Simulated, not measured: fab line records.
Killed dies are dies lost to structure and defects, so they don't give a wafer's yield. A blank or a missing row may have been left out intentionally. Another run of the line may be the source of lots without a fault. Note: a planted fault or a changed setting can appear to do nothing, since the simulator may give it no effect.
Chamber matching ; flow nand-harc ; 4 sister chambers for NHARC_A_WL_FILL_STRIP_29 on rie-diel-08
The step strips in O2, time 20 s. 4 wafers are shown with their chamber, then 9 later ones without.

== WAFERS, EACH WITH ITS CHAMBER ==
wafer;chamber;drypump-motor-current-A (A)
L892.2;1;5.5
L895.6;0;5.8
L894.2;2;5.2
L894.6;3;5.6

== WAFERS WITH NO CHAMBER GIVEN ==
wafer;drypump-motor-current-A (A)
L902.1;5.9
L902.2;5.6
L902.3;5.5
L903.2;5.6
L903.3;5.3
L903.6;5.6
L904.2;5.9
L904.3;5.5
L904.6;5.6

== WHICH CHAMBER EACH ONE RAN IN ==
wafer;from the rows above;in truth
L902.1;0;0
L902.2;can't be placed: 3 or 1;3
L902.3;can't be placed: 1 or 3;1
L903.2;can't be placed: 3 or 1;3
L903.3;can't be placed: 2 or 1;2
L903.6;can't be placed: 3 or 1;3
L904.2;0;0
L904.3;can't be placed: 1 or 3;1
L904.6;can't be placed: 3 or 1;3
2 of 9 placed correctly. These rows do not allow placing 7 (true chamber among the candidates in 7). 0 placed wrongly.
How it was worked out, from the rows above alone: a wafer's distance from a chamber is the root of the sum, over the readings, of the square of ((its reading less the chamber's mean) divided by the reading's scatter). The wafer belongs to the nearest chamber; if the next one is less than 2 further off, it can't be placed. Each chamber's mean is taken over the wafers shown for it. The scatter: root of mean squared gap, hidden wafer to nearest shown wafer, with one shown wafer a chamber.
